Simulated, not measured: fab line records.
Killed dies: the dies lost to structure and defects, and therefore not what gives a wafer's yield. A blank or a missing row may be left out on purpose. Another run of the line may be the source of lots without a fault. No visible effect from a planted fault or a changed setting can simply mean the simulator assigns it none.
Which of the tools did it? | flow nand_harc | 14 lots, 42 wafers sampled, at 5 steps of a route of 1302

## WHAT THE GAUGES SHOWED, per wafer
NHARC_P_CONTACT_CD_MEAS_12: the cd target is 90 nm.
lot  | measured     | on        | cd_nm (nm)
L605 | day 5 17:29  | cd_sem-02 | 89.2 90.5 89.8
L606 | day 6 06:26  | cd_sem-01 | 88.3 88.0 88.5
L607 | day 6 14:37  | cd_sem-03 | 90.6 89.6 89.9
L608 | day 7 00:37  | cd_sem-03 | 87.9 88.5 88.2
L609 | day 7 13:17  | cd_sem-03 | 89.8 89.4 89.3
L610 | day 7 23:02  | cd_sem-02 | 88.9 89.6 89.7
L611 | day 8 13:10  | cd_sem-03 | 88.6 89.4 89.9
L612 | day 8 20:40  | cd_sem-02 | 88.8 88.2 88.6
L614 | day 9 22:52  | cd_sem-01 | 90.7 89.5 90.2
L616 | day 10 15:38 | cd_sem-03 | 88.7 87.9 88.8
L617 | day 10 23:19 | cd_sem-02 | 89.4 89.7 89.3
L621 | day 12 12:50 | cd_sem-01 | 89.5 89.4 90.1
L626 | day 14 13:47 | cd_sem-02 | 96.0 96.8 96.3
L627 | day 15 06:58 | cd_sem-03 | 96.1 97.1 96.6

NHARC_P_CONTACT_CD_MEAS_19.
lot  | measured     | on        | cd_nm (nm)
L605 | day 5 18:33  | cd_sem-01 | 90.9 90.0 88.9
L606 | day 6 07:31  | cd_sem-02 | 87.3 85.6 89.5
L607 | day 6 15:40  | cd_sem-03 | 89.9 90.0 88.1
L608 | day 7 01:40  | cd_sem-02 | 88.1 86.0 86.6
L609 | day 7 14:43  | cd_sem-03 | 85.9 89.3 89.6
L610 | day 8 00:14  | cd_sem-03 | 86.2 87.0 85.0
L611 | day 8 14:22  | cd_sem-03 | 85.3 86.8 90.4
L612 | day 8 21:52  | cd_sem-03 | 87.8 84.2 85.8
L614 | day 9 23:55  | cd_sem-01 | 89.3 89.8 89.2
L616 | day 10 16:41 | cd_sem-02 | 88.3 84.5 85.1
L617 | day 11 00:22 | cd_sem-02 | 83.5 88.1 89.2
L621 | day 12 13:53 | cd_sem-01 | 89.5 91.6 90.1
L626 | day 14 14:50 | cd_sem-03 | 94.5 99.2 99.3
L627 | day 15 08:02 | cd_sem-03 | 98.0 96.9 97.2

## EACH LOT AND THE TOOL THAT RAN IT (in order: tool; ch and the chambers of the sampled wafers; start)
lot  | NHARC_P_GATE_DESCUM_93             | NHARC_P_GATE_RTA_64              | NHARC_P_CONTACT_PEB_10
L605 | rie_diel-10 ch 2,3, day 5 12:57    | rtp_anneal-01 ch 0, day 5 14:39  | litho_track-04 ch 0, day 5 17:25
L606 | rie_diel-10 ch 1,3, day 6 01:55    | rtp_anneal-01 ch 0, day 6 03:35  | litho_track-06 ch 0, day 6 06:22
L607 | rie_diel-10 ch 1,3, day 6 10:02    | rtp_anneal-01 ch 0, day 6 11:43  | litho_track-01 ch 0, day 6 14:32
L608 | rie_diel-10 ch 2,3, day 6 20:03    | rtp_anneal-01 ch 0, day 6 21:44  | litho_track-06 ch 0, day 7 00:32
L609 | rie_diel-05 ch 0,1,2, day 7 08:47  | rtp_anneal-01 ch 0, day 7 10:25  | litho_track-04 ch 0, day 7 13:12
L610 | rie_diel-09 ch 0,2,3, day 7 18:29  | rtp_anneal-02 ch 0, day 7 20:09  | litho_track-04 ch 0, day 7 22:56
L611 | rie_diel-10 ch 1,2, day 8 08:38    | rtp_anneal-02 ch 0, day 8 10:22  | litho_track-04 ch 0, day 8 13:04
L612 | rie_diel-09 ch 0,1, day 8 16:10    | rtp_anneal-02 ch 0, day 8 17:48  | litho_track-06 ch 0, day 8 20:35
L614 | rie_diel-05 ch 1,2,3, day 9 18:21  | rtp_anneal-02 ch 0, day 9 20:00  | litho_track-01 ch 0, day 9 22:47
L616 | rie_diel-09 ch 0,1, day 10 11:03   | rtp_anneal-01 ch 0, day 10 12:43 | litho_track-04 ch 0, day 10 15:33
L617 | rie_diel-10 ch 2,3, day 10 18:46   | rtp_anneal-02 ch 0, day 10 20:28 | litho_track-04 ch 0, day 10 23:14
L621 | rie_diel-05 ch 1,2, day 12 08:26   | rtp_anneal-02 ch 0, day 12 10:05 | litho_track-01 ch 0, day 12 12:45
L626 | rie_diel-10 ch 0,1,2, day 14 09:22 | rtp_anneal-01 ch 0, day 14 11:02 | litho_track-01 ch 0, day 14 13:41
L627 | rie_diel-10 ch 1,2,3, day 15 02:29 | rtp_anneal-02 ch 0, day 15 04:11 | litho_track-01 ch 0, day 15 06:53
- NHARC_P_GATE_DESCUM_93: chemistry O2, time 3 s.
- NHARC_P_GATE_RTA_64: time 1 s.
- NHARC_P_CONTACT_PEB_10: peb time 65 s.

## WHAT THE TOOLS THEMSELVES READ (means of the sampled wafers that have a number; where no wafer has one, the mark that the record gives instead)
NHARC_P_GATE_DESCUM_93.
lot  | tool        | drypump_motor_current_A (A) | mfc_ar_sccm (sccm) | o2_flow_sccm (sccm) | oes_product_au (a.u.) | rf_vpp_V (V) | showerhead_plenum_p_Torr (Torr) | throttle_valve_pct (%)
L605 | rie_diel-10 | 5.6                         | 0.000              | 199.7               | 1.003                 | 59.0         | 1.98                            | 11.311
L606 | rie_diel-10 | 5.9                         | 0.001              | 200.2               | 1.010                 | 57.2         | 1.97                            | 11.323
L607 | rie_diel-10 | 6.3                         | 0.002              | 200.2               | 1.013                 | 58.5         | 1.99                            | 11.316
L608 | rie_diel-10 | 5.6                         | 0.000              | 200.0               | 1.019                 | 58.4         | 2.01                            | 11.311
L609 | rie_diel-05 | 5.8                         | 0.008              | 199.9               | 0.989                 | 57.4         | 1.90                            | 11.311
L610 | rie_diel-09 | 5.7                         | 0.001              | 200.3               | 0.994                 | 57.7         | 1.99                            | 11.306
L611 | rie_diel-10 | 5.9                         | 0.001              | 199.8               | 1.000                 | 58.6         | 2.03                            | 11.311
L612 | rie_diel-09 | 5.6                         | 0.002              | 200.3               | 1.006                 | 58.2         | 2.06                            | 11.307
L614 | rie_diel-05 | 6.1                         | 0.008              | 200.1               | 0.993                 | 57.6         | 1.93                            | 11.304
L616 | rie_diel-09 | 5.6                         | 0.002              | 199.7               | 1.005                 | 58.4         | 2.05                            | 11.311
L617 | rie_diel-10 | 5.6                         | 0.000              | 199.9               | 1.009                 | 58.5         | 1.97                            | 11.315
L621 | rie_diel-05 | 5.9                         | 0.008              | 199.5               | 0.989                 | 58.8         | 1.96                            | 11.307
L626 | rie_diel-10 | 5.9                         | 0.001              | 200.3               | 1.007                 | 57.8         | 2.04                            | 11.314
L627 | rie_diel-10 | 6.0                         | 0.001              | 200.4               | 1.009                 | 57.9         | 2.00                            | 11.310

NHARC_P_GATE_RTA_64.
lot  | tool          | lamp_power_pct (%) | lamp_zone_2_pct (%) | wafer_temp_C_max
L605 | rtp_anneal-01 | 32.3               | 32.4                | 1053.3
L606 | rtp_anneal-01 | 32.3               | 32.3                | 1052.3
L607 | rtp_anneal-01 | 32.4               | 32.3                | 1052.4
L608 | rtp_anneal-01 | 32.3               | 32.3                | 1052.9
L609 | rtp_anneal-01 | 32.3               | 32.3                | 1053.8
L610 | rtp_anneal-02 | 30.1               | 30.1                | 1055.6
L611 | rtp_anneal-02 | 30.1               | 30.1                | 1055.2
L612 | rtp_anneal-02 | 30.1               | 30.0                | 1054.6
L614 | rtp_anneal-02 | 30.1               | 30.0                | 1054.8
L616 | rtp_anneal-01 | 32.3               | 32.3                | 1053.3
L617 | rtp_anneal-02 | 30.1               | 30.1                | 1055.1
L621 | rtp_anneal-02 | 30.1               | 30.1                | 1055.8
L626 | rtp_anneal-01 | 32.4               | 32.4                | 1052.6
L627 | rtp_anneal-02 | 30.1               | 30.1                | 1054.5

NHARC_P_CONTACT_PEB_10.
lot  | tool           | heater_power_total_W (W)
L605 | litho_track-04 | 156.8
L606 | litho_track-06 | 156.4
L607 | litho_track-01 | 156.4
L608 | litho_track-06 | 156.3
L609 | litho_track-04 | 156.1
L610 | litho_track-04 | 156.9
L611 | litho_track-04 | 156.8
L612 | litho_track-06 | 156.8
L614 | litho_track-01 | 156.8
L616 | litho_track-04 | 157.0
L617 | litho_track-04 | 156.6
L621 | litho_track-01 | 156.8
L626 | litho_track-01 | 156.9
L627 | litho_track-01 | 156.6

## THE ANSWER, worked out from the rows above alone
Rule: the usual values come from the lots themselves. The widest of any qualifying gaps counts: lots, ordered by their means at a reading, are off when they make up no more than a third of the lots, leave a main group of 4 or more, and stand apart from it by 3 or more times the standard deviation of that group's means. Not used: any main group whose means are identical at the precision the tables above print for the reading. A lot without any number at a reading at which 4 lots or more have one is off too. Any other lot the step has rows for is counted as sound. First the gauges in route order, then the tools' own readings, where a lot's mean is used as printed above. The first step at which some lot is off is used, and at that step the reading that is off furthest; a lot without a number counts as furthest.
Off, at NHARC_P_CONTACT_CD_MEAS_12 on cd_nm: L626, L627. Mean 89.2 nm and standard deviation 0.66 in the main group.
If a tool, at a process step before that reading, ran all the lots that are off and no sound lot after the first of them, it fits. Gauges at NHARC_P_CONTACT_CD_MEAS_12: tried the same way as those tools. Can't be told from this: 2 tools fit, rie_diel-10 at NHARC_P_GATE_DESCUM_93, litho_track-01 at NHARC_P_CONTACT_PEB_10.

## WHAT THE SIMULATOR HAD PUT IN
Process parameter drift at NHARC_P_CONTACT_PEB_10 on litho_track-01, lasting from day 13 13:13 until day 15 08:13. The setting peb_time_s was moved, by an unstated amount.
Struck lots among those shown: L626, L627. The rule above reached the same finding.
